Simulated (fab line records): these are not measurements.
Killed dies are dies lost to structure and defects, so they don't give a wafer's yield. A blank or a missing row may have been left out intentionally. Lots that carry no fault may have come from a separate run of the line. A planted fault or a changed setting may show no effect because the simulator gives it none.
Which tool did it? + flow n5-finfet + 10 lots with 28 wafers sampled at 5 steps, on a route of 1938 steps

WHAT THE GAUGES SHOWED, per wafer
N5_BEOL_M4_RC_MEAS_101. Usual: DIBL_N 35.0 mV/V, standard deviation 2.4; DIBL_P 35.4 mV/V, standard deviation 2.8; IOFF_N 0.14 nA/um, standard deviation 0.045; IOFF_P 0.20 nA/um, standard deviation 0.048; ION_N 667 uA/um, standard deviation 19; ION_P 460 uA/um, standard deviation 11; SS_N 71.2 mV/dec, standard deviation 0.71; SS_P 73.1 mV/dec, standard deviation 0.86; VT_N 252 mV, standard deviation 4.6; VT_P -251 mV, standard deviation 3.4.
| lot  | measured     | on        | DIBL_N (mV/V)  | DIBL_P (mV/V)  | IOFF_N (nA/um) | IOFF_P (nA/um) | ION_N (uA/um) | ION_P (uA/um) | SS_N (mV/dec)  | SS_P (mV/dec)  | VT_N (mV)   | VT_P (mV)      | flag |
|------|--------------|-----------|----------------|----------------|----------------|----------------|---------------|---------------|----------------|----------------|-------------|----------------|------|
| L896 | day 8 04:15  | prober-01 | 33.3 31.0 35.2 | 34.5 32.4 38.2 | 0.13 0.10 0.17 | 0.18 0.16 0.25 | 651 664 688   | 451 467 481   | 70.5 70.0 70.3 | 73.0 72.4 73.1 | 249 253 246 | -251 -251 -246 |      |
| L897 | day 8 04:34  | prober-02 | 36.5 33.4 36.5 | 37.5 33.1 38.6 | 0.17 0.12 0.18 | 0.24 0.17 0.25 | 679 663 687   | 464 456 474   | 71.8 70.4 72.3 | 73.7 72.9 74.1 | 250 253 248 | -249 -252 -248 |      |
| L899 | day 8 14:15  | prober-02 | 37.4 37.7 38.5 | 38.2 37.8 39.6 | 0.21 0.21 0.21 | 0.25 0.24 0.27 | 689 677 676   | 473 462 464   | 72.0 71.7 71.7 | 73.7 74.5 74.2 | 246 246 247 | -248 -248 -248 |      |
| L901 | day 9 04:11  | prober-02 | 34.8 33.5 35.7 | 34.9 33.0 36.4 | 0.17 0.13 0.19 | 0.21 0.18 0.23 | 677 674 686   | 460 463 464   | 71.0 71.2 71.5 | 72.8 72.3 73.9 | 250 253 247 | -250 -250 -249 |      |
| L902 | day 9 16:17  | prober-02 | 42.5 38.6 32.1 | 42.8 37.4 28.8 | 0.35 0.20 0.09 | 0.39 0.24 0.13 | 724 685 630   | 490 470 441   | 73.3 71.9 70.5 | 75.2 74.0 70.5 | 239 246 260 | -242 -247 -256 |      |
| L907 | day 10 13:55 | prober-01 | 38.7 35.9 34.5 | 37.5 35.9 33.4 | 0.18 0.15 0.12 | 0.22 0.21 0.16 | 668 667 667   | 449 465 455   | 72.1 70.9 70.5 | 74.2 74.0 72.8 | 247 247 255 | -251 -250 -255 |      |
| L913 | day 12 12:14 | prober-01 | 31.3 36.8 31.7 | 32.2 38.9 32.6 | 0.10 0.18 0.11 | 0.15 0.23 0.15 | 637 653 669   | 439 448 461   | 71.1 72.3 70.9 | 71.9 73.9 72.4 | 255 250 253 | -255 -253 -256 |      |
| L917 | day 12 19:49 | prober-02 | 33.8 37.8 33.6 | 35.2 39.5 34.3 | 0.10 0.16 0.10 | 0.16 0.23 0.16 | 665 661 664   | 462 454 458   | 71.1 72.3 72.0 | 72.1 73.1 72.7 | 259 252 258 | -256 -250 -255 |      |
| L918 | day 13 14:25 | prober-02 | 33.1 36.3      | 36.2 39.3      | 0.12 0.19      | 0.18 0.23      | 654 702       | 457 479       | 71.3 72.0      | 72.9 74.1      | 253 243     | -251 -248      |      |
| L919 | day 13 23:25 | prober-01 | 34.6 33.8      | 35.6 34.3      | 0.14 0.11      | 0.20 0.17      | 681 656       | 471 450       | 70.7 70.9      | 73.5 73.0      | 251 256     | -252 -256      |      |

TOOL THAT RAN EACH LOT (tool first, then ch and the chambers of the sampled wafers, then the start)
| lot  | N5_BEOL_M0_SAQP_ETCH_83            | N5_BEOL_M0_SAQP_RECESS_114         | N5_BEOL_M0_SAQP_MANDREL2_REMOVE_110 | N5_BEOL_M0_SAQP_COAT_87           |
|------|------------------------------------|------------------------------------|-------------------------------------|-----------------------------------|
| L896 | rie-diel-06 ch 0,3, day 5 13:05    | vapor-etch-02 ch 1, day 5 13:38    | rie-si-05 ch 0,1, day 5 16:28       | litho-track-02 ch 0, day 5 16:37  |
| L897 | rie-diel-06 ch 0,1,3, day 5 16:43  | vapor-etch-02 ch 0,1, day 5 17:19  | rie-si-02 ch 1,2, day 5 19:54       | litho-track-01 ch 0, day 5 20:04  |
| L899 | rie-diel-01 ch 0,1, day 6 08:31    | vapor-etch-02 ch 0,1, day 6 09:08  | rie-si-02 ch 0,1,2, day 6 11:44     | litho-track-02 ch 0, day 6 11:53  |
| L901 | rie-diel-01 ch 0,1,2, day 6 16:18  | vapor-etch-01 ch 0,1, day 6 16:55  | rie-si-01 ch 0,1,2, day 6 20:11     | litho-track-02 ch 0, day 6 20:17  |
| L902 | rie-diel-06 ch 1,2,3, day 6 20:52  | vapor-etch-02 ch 0,1, day 6 21:20  | rie-si-01 ch 0,2, day 7 00:14       | litho-track-02 ch 0, day 7 00:23  |
| L907 | rie-diel-02 ch 1,2, day 8 04:08    | vapor-etch-01 ch 0,1, day 8 04:37  | rie-si-01 ch 1,2, day 8 07:32       | litho-track-02 ch 0, day 8 07:41  |
| L913 | rie-diel-06 ch 2,3, day 9 18:56    | vapor-etch-01 ch 0,1, day 9 19:24  | rie-si-02 ch 0,1, day 9 22:11       | litho-track-03 ch 0, day 9 22:20  |
| L917 | rie-diel-01 ch 0,1,2, day 10 18:12 | vapor-etch-01 ch 0,1, day 10 18:40 | rie-si-05 ch 0,1,2, day 10 21:25    | litho-track-01 ch 0, day 10 21:34 |
| L918 | rie-diel-02 ch 0,3, day 10 23:13   | vapor-etch-02 ch 0, day 10 23:41   | rie-si-05 ch 1,2, day 11 03:04      | litho-track-03 ch 0, day 11 03:13 |
| L919 | rie-diel-02 ch 1,3, day 11 13:07   | vapor-etch-01 ch 0,1, day 11 13:35 | rie-si-05 ch 2,3, day 11 16:46      | litho-track-03 ch 0, day 11 16:55 |
- N5_BEOL_M0_SAQP_ETCH_83: etches SiARC in CF4, target depth 39 nm, time 65 s.
- N5_BEOL_M0_SAQP_RECESS_114: chemistry HF/NH3, target SiO2, target depth 14.4 nm, afs cycles 3, sublimation time 60 s.
- N5_BEOL_M0_SAQP_MANDREL2_REMOVE_110: chemistry HBr/Cl2/O2, target a-Si, stops on SiCN, bt time 10 s.
- N5_BEOL_M0_SAQP_COAT_87: time 60 s, resist thk 5 nm.

WHAT THE TOOLS THEMSELVES READ (means of the sampled wafers that have a number; where no wafer has one, the mark that the record gives instead)
N5_BEOL_M0_SAQP_ETCH_83. Usual: drypump-motor-current-A 5.9 A, standard deviation 0.41; etch-rf-on-time-s 67.0 s, standard deviation 1.8; oes-product-au 0.67 a.u., standard deviation 0.082; rf-vpp-V 184.1 V, standard deviation 1.4; showerhead-plenum-p-Torr 2.14 Torr, standard deviation 0.076; throttle-valve-pct 15.5 %, standard deviation 0.3.
| lot  | tool        | drypump-motor-current-A (A) | etch-rf-on-time-s (s) | oes-product-au (a.u.) | rf-vpp-V (V) | showerhead-plenum-p-Torr (Torr) | throttle-valve-pct (%) | flag |
|------|-------------|-----------------------------|-----------------------|-----------------------|--------------|---------------------------------|------------------------|------|
| L896 | rie-diel-06 | 6.4                         | 68.5                  | 0.67                  | 184.6        | 2.17                            | 15.5                   |      |
| L897 | rie-diel-06 | 6.3                         | 67.3                  | 0.73                  | 184.5        | 2.14                            | 15.4                   |      |
| L899 | rie-diel-01 | 5.6                         | 65.0                  | 0.74                  | 184.6        | 2.19                            | 15.3                   |      |
| L901 | rie-diel-01 | 5.5                         | 65.0                  | 0.69                  | 183.3        | 2.15                            | 15.4                   |      |
| L902 | rie-diel-06 | 6.1                         | 67.7                  | 0.72                  | 183.2        | 2.08                            | 15.6                   |      |
| L907 | rie-diel-02 | 5.5                         | 67.4                  | 0.73                  | 186.5        | 2.23                            | 15.3                   |      |
| L913 | rie-diel-06 | 6.0                         | 67.6                  | 0.65                  | 183.2        | 2.06                            | 15.8                   |      |
| L917 | rie-diel-01 | 5.5                         | 65.3                  | 0.65                  | 183.3        | 2.14                            | 15.5                   |      |
| L918 | rie-diel-02 | 6.0                         | 66.4                  | 0.58                  | 185.1        | 2.12                            | 15.8                   |      |
| L919 | rie-diel-02 | 6.0                         | 65.5                  | 0.66                  | 184.0        | 2.15                            | 15.6                   |      |

N5_BEOL_M0_SAQP_RECESS_114. Usual: 5.7 A for drypump-motor-current-A, sd 0.41.
| lot  | tool          | drypump-motor-current-A (A) | flag |
|------|---------------|-----------------------------|------|
| L896 | vapor-etch-02 | 5.9                         |      |
| L897 | vapor-etch-02 | 5.6                         |      |
| L899 | vapor-etch-02 | 5.3                         |      |
| L901 | vapor-etch-01 | 6.0                         |      |
| L902 | vapor-etch-02 | 5.4                         |      |
| L907 | vapor-etch-01 | 5.8                         |      |
| L913 | vapor-etch-01 | 6.0                         |      |
| L917 | vapor-etch-01 | 5.9                         |      |
| L918 | vapor-etch-02 | 5.0                         |      |
| L919 | vapor-etch-01 | 5.9                         |      |

N5_BEOL_M0_SAQP_MANDREL2_REMOVE_110. Usual: HBr_flow_sccm 150.0 sccm, standard deviation 0.45; drypump-motor-current-A 5.5 A, standard deviation 0.49; oes_o_777_au 0.97 a.u., standard deviation 0.08; oes-product-au 1.005 a.u., standard deviation 0.018; throttle-valve-pct 36.6 %, standard deviation 0.46.
| lot  | tool      | HBr_flow_sccm (sccm) | drypump-motor-current-A (A) | oes_o_777_au (a.u.) | oes-product-au (a.u.) | throttle-valve-pct (%) | flag |
|------|-----------|----------------------|-----------------------------|---------------------|-----------------------|------------------------|------|
| L896 | rie-si-05 | 150.2                | 5.3                         | 0.93                | 1.000                 | 36.3                   |      |
| L897 | rie-si-02 | 149.6                | 5.0                         | 0.95                | 1.015                 | 37.0                   |      |
| L899 | rie-si-02 | 150.0                | 5.2                         | 0.97                | 1.015                 | 36.8                   |      |
| L901 | rie-si-01 | 149.7                | 5.7                         | 0.99                | 0.994                 | 36.8                   |      |
| L902 | rie-si-01 | 149.3                | 5.7                         | 1.03                | 1.000                 | 36.9                   |      |
| L907 | rie-si-01 | 149.8                | 5.9                         | 0.91                | 0.999                 | 36.5                   |      |
| L913 | rie-si-02 | 149.6                | 5.0                         | 0.97                | 1.017                 | 37.2                   |      |
| L917 | rie-si-05 | 149.9                | 5.4                         | 0.92                | 0.993                 | 36.4                   |      |
| L918 | rie-si-05 | 150.1                | 5.1                         | 0.93                | 0.972                 | 36.0                   |      |
| L919 | rie-si-05 | 150.0                | 5.8                         | 0.91                | 0.990                 | 36.5                   |      |

N5_BEOL_M0_SAQP_COAT_87. Usual: exhaust-pa 45.0 Pa, standard deviation 0.8; heater-power-total-W 391.7 W, standard deviation 1.4; plate-temp-C 205.00 C, standard deviation 0.18.
| lot  | tool           | exhaust-pa (Pa) | heater-power-total-W (W) | plate-temp-C (C) | flag |
|------|----------------|-----------------|--------------------------|------------------|------|
| L896 | litho-track-02 | 45.0            | 391.8                    | 205.02           |      |
| L897 | litho-track-01 | 44.1            | 393.0                    | 205.05           |      |
| L899 | litho-track-02 | 44.3            | 391.2                    | 205.06           |      |
| L901 | litho-track-02 | 44.4            | 391.7                    | 205.20           |      |
| L902 | litho-track-02 | 45.0            | 426.4                    | 219.36           | OFF  |
| L907 | litho-track-02 | 44.9            | 424.7                    | 219.67           | OFF  |
| L913 | litho-track-03 | 45.7            | 392.3                    | 205.12           |      |
| L917 | litho-track-01 | 43.8            | 392.0                    | 204.65           |      |
| L918 | litho-track-03 | 44.8            | 389.9                    | 204.87           |      |
| L919 | litho-track-03 | 44.0            | 393.8                    | 205.14           |      |

THE ANSWER, worked out from the rows above alone
Rule: take the mean of a lot's wafers that have a number; if it is more than 3 standard deviations from the usual mean, the lot is off. A lot without any number at a reading at which 4 lots or more have one is off too. The other lots that the step has rows for count as sound. First the gauges in route order, then the tools' own readings, where a lot's mean is used as printed above. At the first step where some lot is off, the reading lying furthest off is the one used; lots without a number count as furthest.
Off, at N5_BEOL_M0_SAQP_COAT_87 on plate-temp-C: L902, L907.
If a tool, at that step or one of the process steps before it, ran each lot that is off and ran no sound lot following the first of them, it fits. This does not decide it: 2 tools fit, namely rie-si-01 at N5_BEOL_M0_SAQP_MANDREL2_REMOVE_110 and litho-track-02 at N5_BEOL_M0_SAQP_COAT_87.

WHAT THE SIMULATOR PUT IN
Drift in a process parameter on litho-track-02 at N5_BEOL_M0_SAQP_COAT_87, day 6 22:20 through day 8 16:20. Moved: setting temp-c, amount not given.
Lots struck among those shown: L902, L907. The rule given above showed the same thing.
